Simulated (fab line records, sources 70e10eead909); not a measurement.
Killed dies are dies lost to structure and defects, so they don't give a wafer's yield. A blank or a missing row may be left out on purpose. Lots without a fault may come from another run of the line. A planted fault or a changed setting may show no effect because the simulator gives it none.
Which tool did it? | flow nand_harc | 19 lots, 57 wafers sampled, at 6 steps of a route of 1302

WHAT THE GAUGES READ, wafer by wafer
The record holds no reading of a measuring or inspecting step that can be judged against a usual standard deviation.

WHICH TOOL RAN EACH LOT (tool, then ch and the chambers of the sampled wafers, then the start)
lot  | NHARC_A_STAIRCASE_ETCH_253         | NHARC_A_STAIRCASE_HM_OPEN_460  | NHARC_A_STAIRCASE_ETCH_294     | NHARC_A_STAIRCASE_STRIP_295    | NHARC_A_STAIRCASE_HM_OPEN_463  | NHARC_A_STAIRCASE_STRIP_316
L075 | rie_diel-04 ch 0,3, day 16 15:14   | rie_diel-11 ch 0,3, no start   | rie_diel-11 ch 0,1,2, no start | rie_diel-11 ch 0,1,2, no start | rie_diel-11 ch 0,2,3, no start | rie_diel-11 ch 2,3, no start
L074 | rie_diel-04 ch 0,1, day 16 15:53   | rie_diel-04 ch 0,2,3, no start | rie_diel-04 ch 0,1, no start   | rie_diel-04 ch 1,2,3, no start | rie_diel-11 ch 0,1, no start   | rie_diel-11 ch 2,3, no start
L076 | rie_diel-08 ch 0,1, day 17 04:18   | rie_diel-11 ch 1,2,3, no start | rie_diel-11 ch 0,1,3, no start | rie_diel-11 ch 0,1,3, no start | rie_diel-04 ch 0,1, no start   | rie_diel-04 ch 0,1,2, no start
L079 | rie_diel-04 ch 1,2,3, day 18 16:49 | rie_diel-11 ch 1,2, no start   | rie_diel-11 ch 2,3, no start   | rie_diel-11 ch 0,1,3, no start | rie_diel-11 ch 1,2,3, no start | rie_diel-11 ch 0,2, no start
L078 | rie_diel-04 ch 0,1, day 18 17:42   | rie_diel-11 ch 0,2,3, no start | rie_diel-11 ch 0,3, no start   | rie_diel-11 ch 0,2,3, no start | rie_diel-04 ch 0,1, no start   | rie_diel-04 ch 0,1,3, no start
L080 | rie_diel-04 ch 1,2, day 19 12:28   | rie_diel-08 ch 2,3, no start   | rie_diel-08 ch 0,2,3, no start | rie_diel-08 ch 0,2,3, no start | rie_diel-11 ch 0,2,3, no start | rie_diel-11 ch 0,1,3, no start
L082 | rie_diel-11 ch 1,2,3, day 19 13:08 | rie_diel-11 ch 0,2, no start   | rie_diel-11 ch 0,1,2, no start | rie_diel-11 ch 0,1, no start   | rie_diel-11 ch 0,1,3, no start | rie_diel-11 ch 0,1,2, no start
L086 | rie_diel-08 ch 1,2,3, day 20 17:05 | rie_diel-08 ch 0,1,3, no start | rie_diel-08 ch 0,2,3, no start | rie_diel-08 ch 0,3, no start   | rie_diel-11 ch 1,3, no start   | rie_diel-11 ch 0,2,3, no start
L084 | rie_diel-04 ch 0,3, day 20 17:19   | rie_diel-11 ch 1,2,3, no start | rie_diel-11 ch 0,2,3, no start | rie_diel-11 ch 0,3, no start   | rie_diel-08 ch 2,3, no start   | rie_diel-08 ch 2,3, no start
L087 | rie_diel-11 ch 0,1,2, day 21 03:44 | rie_diel-08 ch 0,2,3, no start | rie_diel-08 ch 0,3, no start   | rie_diel-08 ch 1,2,3, no start | rie_diel-04 ch 0,2,3, no start | rie_diel-04 ch 0,1,3, no start
L089 | rie_diel-08 ch 0,2,3, day 22 12:45 | rie_diel-08 ch 0,2,3, no start | rie_diel-08 ch 0,2,3, no start | rie_diel-08 ch 0,1,3, no start | rie_diel-11 ch 0,1,2, no start | rie_diel-11 ch 1,2,3, no start
L090 | rie_diel-04 ch 0,2, day 22 13:09   | rie_diel-08 ch 0,1,3, no start | rie_diel-08 ch 0,1,2, no start | rie_diel-08 ch 0,1, no start   | rie_diel-08 ch 1,2, no start   | rie_diel-08 ch 0,3, no start
L088 | rie_diel-08 ch 0,1,3, day 22 14:04 | rie_diel-11 ch 0,1, no start   | rie_diel-11 ch 1,2,3, no start | rie_diel-11 ch 0,2,3, no start | rie_diel-08 ch 0,1,3, no start | rie_diel-08 ch 2,3, no start
L091 | rie_diel-11 ch 1,2, day 23 16:04   | rie_diel-08 ch 0,1, no start   | rie_diel-08 ch 0,1,3, no start | rie_diel-08 ch 0,3, no start   | rie_diel-04 ch 1,2,3, no start | rie_diel-04 ch 0,1,3, no start
L093 | rie_diel-11 ch 0,2, day 24 01:58   | rie_diel-11 ch 0,2, no start   | rie_diel-11 ch 0,3, no start   | rie_diel-11 ch 1,2,3, no start | rie_diel-04 ch 0,3, no start   | rie_diel-04 ch 0,2, no start
L094 | rie_diel-11 ch 1,2, day 24 12:42   | rie_diel-04 ch 1,3, no start   | rie_diel-04 ch 1,2,3, no start | rie_diel-04 ch 1,2,3, no start | rie_diel-04 ch 1,2,3, no start | rie_diel-04 ch 0,1,3, no start
L095 | rie_diel-04 ch 1,3, day 25 02:07   | rie_diel-11 ch 0,1,2, no start | rie_diel-11 ch 0,2,3, no start | rie_diel-11 ch 0,2, no start   | rie_diel-04 ch 2,3, no start   | rie_diel-04 ch 0,3, no start
L097 | rie_diel-04 ch 0,1,2, day 25 13:10 | rie_diel-08 ch 0,1,2, no start | rie_diel-08 ch 0,2, no start   | rie_diel-08 ch 1,2,3, no start | rie_diel-04 ch 0,1,2, no start | rie_diel-04 ch 0,3, no start
L096 | rie_diel-08 ch 0,3, day 25 17:11   | rie_diel-04 ch 0,1, no start   | rie_diel-04 ch 1,2, no start   | rie_diel-04 ch 0,1,3, no start | rie_diel-08 ch 0,1, no start   | rie_diel-08 ch 0,2,3, no start
- NHARC_A_STAIRCASE_ETCH_253: etches the open film in C4F8/O2, target depth 50 nm, time 20.2 s.
- NHARC_A_STAIRCASE_HM_OPEN_460: chemistry O2/COS.
- NHARC_A_STAIRCASE_ETCH_294: etches the open film in C4F8/O2/Ar, target depth 4989 nm, time 1211.6 s.
- NHARC_A_STAIRCASE_STRIP_295: strips in O2.
- NHARC_A_STAIRCASE_HM_OPEN_463: chemistry O2/COS.
- NHARC_A_STAIRCASE_STRIP_316: strips in O2.

WHAT THE TOOLS THEMSELVES READ (means of the sampled wafers that have a number; where no wafer has one, the mark that the record gives instead)
NHARC_A_STAIRCASE_ETCH_253.
lot  | tool        | chamber_pressure_mTorr (mTorr) | oes_product_au (a.u.) | rf_vpp_V (V)
L075 | rie_diel-04 | 24.975                         | 0.970                 | 894.2
L074 | rie_diel-04 | 24.988                         | 0.954                 | 895.5
L076 | rie_diel-08 | 25.023                         | 0.972                 | 894.6
L079 | rie_diel-04 | 24.997                         | 0.949                 | 890.6
L078 | rie_diel-04 | 25.005                         | 0.972                 | 895.8
L080 | rie_diel-04 | 25.011                         | 0.928                 | 891.1
L082 | rie_diel-11 | 25.004                         | 0.963                 | 892.8
L086 | rie_diel-08 | 24.996                         | 0.971                 | 892.9
L084 | rie_diel-04 | 24.991                         | 0.979                 | 893.9
L087 | rie_diel-11 | 24.974                         | 0.967                 | 892.6
L089 | rie_diel-08 | 24.978                         | 0.968                 | 892.3
L090 | rie_diel-04 | 24.992                         | 0.972                 | 891.3
L088 | rie_diel-08 | 25.012                         | 0.962                 | 892.6
L091 | rie_diel-11 | 25.005                         | 0.953                 | 889.7
L093 | rie_diel-11 | 24.988                         | 0.970                 | 891.2
L094 | rie_diel-11 | 25.000                         | 0.923                 | 889.8
L095 | rie_diel-04 | 24.995                         | 0.971                 | 890.1
L097 | rie_diel-04 | 24.991                         | 0.955                 | 892.6
L096 | rie_diel-08 | 25.007                         | 0.945                 | 892.7

NHARC_A_STAIRCASE_HM_OPEN_460.
lot  | tool        | chamber_pressure_mTorr (mTorr) | drypump_motor_current_A (A) | oes_product_au (a.u.) | rf_vpp_V (V) | showerhead_plenum_p_Torr (Torr) | throttle_valve_pct (%)
L075 | rie_diel-11 | 20.002                         | 5.8                         | 0.999                 | 466.0        | 3.07                            | 28.331
L074 | rie_diel-04 | 20.020                         | 6.3                         | 1.000                 | 464.8        | 3.02                            | 28.322
L076 | rie_diel-11 | 20.006                         | 6.0                         | 1.002                 | 465.0        | 3.03                            | 28.331
L079 | rie_diel-11 | 20.010                         | 6.0                         | 0.990                 | 465.5        | 3.03                            | 28.319
L078 | rie_diel-11 | 19.993                         | 5.9                         | 0.997                 | 465.3        | 3.05                            | 28.335
L080 | rie_diel-08 | 19.993                         | 6.0                         | 1.002                 | 465.2        | 3.03                            | 28.329
L082 | rie_diel-11 | 20.003                         | 6.1                         | 0.994                 | 465.3        | 3.03                            | 28.341
L086 | rie_diel-08 | 19.999                         | 5.4                         | 0.993                 | 465.5        | 3.03                            | 28.333
L084 | rie_diel-11 | 19.997                         | 6.0                         | 0.996                 | 465.5        | 3.02                            | 28.338
L087 | rie_diel-08 | 20.003                         | 5.8                         | 1.014                 | 465.5        | 3.04                            | 28.332
L089 | rie_diel-08 | 19.981                         | 5.8                         | 1.005                 | 464.9        | 3.03                            | 28.328
L090 | rie_diel-08 | 20.007                         | 5.4                         | 1.005                 | 465.2        | 3.03                            | 28.323
L088 | rie_diel-11 | 19.985                         | 5.6                         | 0.998                 | 466.5        | 3.09                            | 28.339
L091 | rie_diel-08 | 20.000                         | 5.1                         | 1.010                 | 466.3        | 3.08                            | 28.328
L093 | rie_diel-11 | 20.006                         | 5.8                         | 1.009                 | 465.3        | 3.05                            | 28.334
L094 | rie_diel-04 | 19.984                         | 5.7                         | 0.999                 | 464.9        | 3.03                            | 28.324
L095 | rie_diel-11 | 20.012                         | 5.9                         | 1.008                 | 464.9        | 3.03                            | 28.335
L097 | rie_diel-08 | 20.010                         | 5.3                         | 0.996                 | 465.3        | 3.06                            | 28.333
L096 | rie_diel-04 | 20.026                         | 6.3                         | 0.998                 | 466.5        | 3.10                            | 28.330

NHARC_A_STAIRCASE_ETCH_294.
lot  | tool        | chamber_pressure_mTorr (mTorr) | oes_product_au (a.u.) | rf_vpp_V (V)
L075 | rie_diel-11 | 24.991                         | 0.932                 | 1822
L074 | rie_diel-04 | 25.012                         | 0.926                 | 1825
L076 | rie_diel-11 | 25.026                         | 0.937                 | 1824
L079 | rie_diel-11 | 25.008                         | 0.923                 | 1818
L078 | rie_diel-11 | 25.020                         | 0.921                 | 1825
L080 | rie_diel-08 | 25.018                         | 0.933                 | 1820
L082 | rie_diel-11 | 24.976                         | 0.914                 | 1821
L086 | rie_diel-08 | 25.003                         | 0.942                 | 1820
L084 | rie_diel-11 | 25.018                         | 0.945                 | 1820
L087 | rie_diel-08 | 25.005                         | 0.954                 | 1816
L089 | rie_diel-08 | 24.997                         | 0.930                 | 1819
L090 | rie_diel-08 | 24.979                         | 0.928                 | 1823
L088 | rie_diel-11 | 25.009                         | 0.936                 | 1817
L091 | rie_diel-08 | 24.997                         | 0.950                 | 1818
L093 | rie_diel-11 | 25.017                         | 0.936                 | 1823
L094 | rie_diel-04 | 25.018                         | 0.925                 | 1816
L095 | rie_diel-11 | 25.005                         | 0.924                 | 1819
L097 | rie_diel-08 | 25.012                         | 0.930                 | 1823
L096 | rie_diel-04 | 25.024                         | 0.922                 | 1819

NHARC_A_STAIRCASE_STRIP_295.
lot  | tool        | chamber_pressure_mTorr (mTorr) | drypump_motor_current_A (A) | oes_product_au (a.u.) | rf_vpp_V (V) | showerhead_plenum_p_Torr (Torr) | throttle_valve_pct (%)
L075 | rie_diel-11 | 60.01                          | 5.9                         | 1.000                 | 57.4         | 3.46                            | 17.041
L074 | rie_diel-04 | 60.00                          | 6.0                         | 0.996                 | 56.9         | 3.40                            | 17.031
L076 | rie_diel-11 | 60.01                          | 5.8                         | 1.001                 | 57.4         | 3.48                            | 17.037
L079 | rie_diel-11 | 60.00                          | 5.7                         | 0.991                 | 57.7         | 3.47                            | 17.037
L078 | rie_diel-11 | 59.97                          | 5.9                         | 0.988                 | 57.8         | 3.45                            | 17.025
L080 | rie_diel-08 | 60.02                          | 5.8                         | 1.006                 | 57.5         | 3.44                            | 17.038
L082 | rie_diel-11 | 59.98                          | 5.6                         | 0.985                 | 58.0         | 3.50                            | 17.043
L086 | rie_diel-08 | 60.00                          | 5.6                         | 1.003                 | 58.1         | 3.45                            | 17.039
L084 | rie_diel-11 | 60.00                          | 5.8                         | 0.999                 | 57.9         | 3.45                            | 17.040
L087 | rie_diel-08 | 59.97                          | 5.6                         | 0.999                 | 57.9         | 3.42                            | 17.042
L089 | rie_diel-08 | 60.00                          | 5.4                         | 1.001                 | 57.2         | 3.42                            | 17.035
L090 | rie_diel-08 | 60.00                          | 5.0                         | 0.990                 | 57.9         | 3.47                            | 17.040
L088 | rie_diel-11 | 59.98                          | 5.9                         | 0.996                 | 59.1         | 3.42                            | 17.029
L091 | rie_diel-08 | 59.98                          | 5.6                         | 1.008                 | 58.3         | 3.44                            | 17.032
L093 | rie_diel-11 | 59.93                          | 6.0                         | 0.996                 | 57.5         | 3.40                            | 17.031
L094 | rie_diel-04 | 59.98                          | 6.1                         | 0.993                 | 57.2         | 3.38                            | 17.044
L095 | rie_diel-11 | 59.98                          | 6.1                         | 1.000                 | 57.8         | 3.39                            | 17.028
L097 | rie_diel-08 | 60.03                          | 5.6                         | 0.995                 | 58.3         | 3.40                            | 17.029
L096 | rie_diel-04 | 60.02                          | 6.0                         | 0.999                 | 58.1         | 3.43                            | 17.038

NHARC_A_STAIRCASE_HM_OPEN_463.
lot  | tool        | chamber_pressure_mTorr (mTorr) | drypump_motor_current_A (A) | oes_product_au (a.u.) | rf_vpp_V (V) | showerhead_plenum_p_Torr (Torr) | throttle_valve_pct (%)
L075 | rie_diel-11 | 19.977                         | 5.9                         | 0.997                 | 465.6        | 3.05                            | 28.332
L074 | rie_diel-11 | 20.004                         | 5.6                         | 0.995                 | 465.9        | 3.11                            | 28.328
L076 | rie_diel-04 | 20.012                         | 6.3                         | 1.007                 | 466.5        | 3.12                            | 28.327
L079 | rie_diel-11 | 20.002                         | 6.0                         | 0.996                 | 465.0        | 3.03                            | 28.336
L078 | rie_diel-04 | 19.984                         | 6.0                         | 1.007                 | 467.3        | 3.10                            | 28.332
L080 | rie_diel-11 | 19.984                         | 5.9                         | 0.992                 | 465.5        | 3.04                            | 28.331
L082 | rie_diel-11 | 20.014                         | 5.8                         | 0.996                 | 466.1        | 3.07                            | 28.331
L086 | rie_diel-11 | 20.001                         | 5.9                         | 0.992                 | 465.6        | 3.04                            | 28.334
L084 | rie_diel-08 | 20.003                         | 6.1                         | 1.011                 | 463.3        | 2.98                            | 28.344
L087 | rie_diel-04 | 19.993                         | 6.3                         | 0.998                 | 464.8        | 3.01                            | 28.333
L089 | rie_diel-11 | 20.007                         | 5.9                         | 1.001                 | 466.1        | 3.04                            | 28.316
L090 | rie_diel-08 | 20.006                         | 5.2                         | 0.995                 | 466.4        | 3.05                            | 28.330
L088 | rie_diel-08 | 20.010                         | 5.4                         | 1.007                 | 465.4        | 3.02                            | 28.330
L091 | rie_diel-04 | 20.010                         | 6.1                         | 0.999                 | 464.0        | 2.99                            | 28.336
L093 | rie_diel-04 | 20.001                         | 5.9                         | 0.993                 | 465.6        | 3.00                            | 28.325
L094 | rie_diel-04 | 20.024                         | 6.0                         | 1.004                 | 464.1        | 2.99                            | 28.332
L095 | rie_diel-04 | 19.987                         | 6.3                         | 0.990                 | 464.3        | 2.95                            | 28.324
L097 | rie_diel-04 | 19.993                         | 6.4                         | 0.998                 | 465.5        | 3.04                            | 28.324
L096 | rie_diel-08 | 20.007                         | 5.1                         | 1.012                 | 465.8        | 3.07                            | 28.327

NHARC_A_STAIRCASE_STRIP_316.
lot  | tool        | chamber_pressure_mTorr (mTorr) | drypump_motor_current_A (A) | oes_product_au (a.u.) | rf_vpp_V (V) | showerhead_plenum_p_Torr (Torr) | throttle_valve_pct (%)
L075 | rie_diel-11 | 59.92                          | 6.2                         | 1.008                 | 57.9         | 3.40                            | 17.023
L074 | rie_diel-11 | 60.02                          | 6.1                         | 1.003                 | 57.5         | 3.42                            | 17.032
L076 | rie_diel-04 | 59.98                          | 6.3                         | 1.004                 | 57.7         | 3.47                            | 17.038
L079 | rie_diel-11 | 59.98                          | 6.1                         | 0.995                 | 57.4         | 3.42                            | 17.035
L078 | rie_diel-04 | 59.98                          | 6.0                         | 1.001                 | 57.3         | 3.45                            | 17.039
L080 | rie_diel-11 | 59.97                          | 5.7                         | 0.992                 | 58.1         | 3.47                            | 17.030
L082 | rie_diel-11 | 59.97                          | 5.9                         | 0.996                 | 57.8         | 3.45                            | 17.032
L086 | rie_diel-11 | 60.02                          | 5.9                         | 1.003                 | 57.8         | 3.43                            | 17.033
L084 | rie_diel-08 | 60.04                          | 6.0                         | 1.000                 | 57.3         | 3.42                            | 17.031
L087 | rie_diel-04 | 59.98                          | 6.0                         | 0.999                 | 57.2         | 3.44                            | 17.029
L089 | rie_diel-11 | 60.08                          | 6.0                         | 1.006                 | 58.1         | 3.40                            | 17.044
L090 | rie_diel-08 | 60.01                          | 5.6                         | 1.010                 | 57.5         | 3.44                            | 17.045
L088 | rie_diel-08 | 59.95                          | 6.0                         | 0.999                 | 58.5         | 3.41                            | 17.037
L091 | rie_diel-04 | 60.03                          | 6.0                         | 0.997                 | 58.1         | 3.44                            | 17.033
L093 | rie_diel-04 | 59.93                          | 6.6                         | 0.998                 | 57.3         | 3.40                            | 17.032
L094 | rie_diel-04 | 60.05                          | 6.0                         | 1.007                 | 58.5         | 3.43                            | 17.035
L095 | rie_diel-04 | 60.01                          | 5.9                         | 0.994                 | 57.5         | 3.38                            | 17.041
L097 | rie_diel-04 | 59.96                          | 6.2                         | 0.998                 | 57.9         | 3.45                            | 17.042
L096 | rie_diel-08 | 59.97                          | 5.8                         | 1.008                 | 57.3         | 3.41                            | 17.039

THE ANSWER, worked out from the rows above alone
Rule: what is usual is taken from the lots themselves. Put in order of their means at a reading, lots are off if they are a third of the lots or fewer, leave a main group of 4 or more, and stand apart from it by a gap of 3 or more times the standard deviation of the main group's means; of several such gaps the widest counts. A main group whose means are all the same, to the digits that the tables above print for the reading, isn't used. A lot without any number at a reading at which 4 lots or more have one is off too. The other lots that the step has rows for count as sound. The gauges are gone through in route order, then the tools' own readings, and for those a lot's mean is taken as printed above. The first step at which some lot is off is used, and at that step the reading that is off furthest; a lot without a number counts as furthest.
No lot is off at any reading shown: from this, nothing can be told.

WHAT THE SIMULATOR HAD PUT IN
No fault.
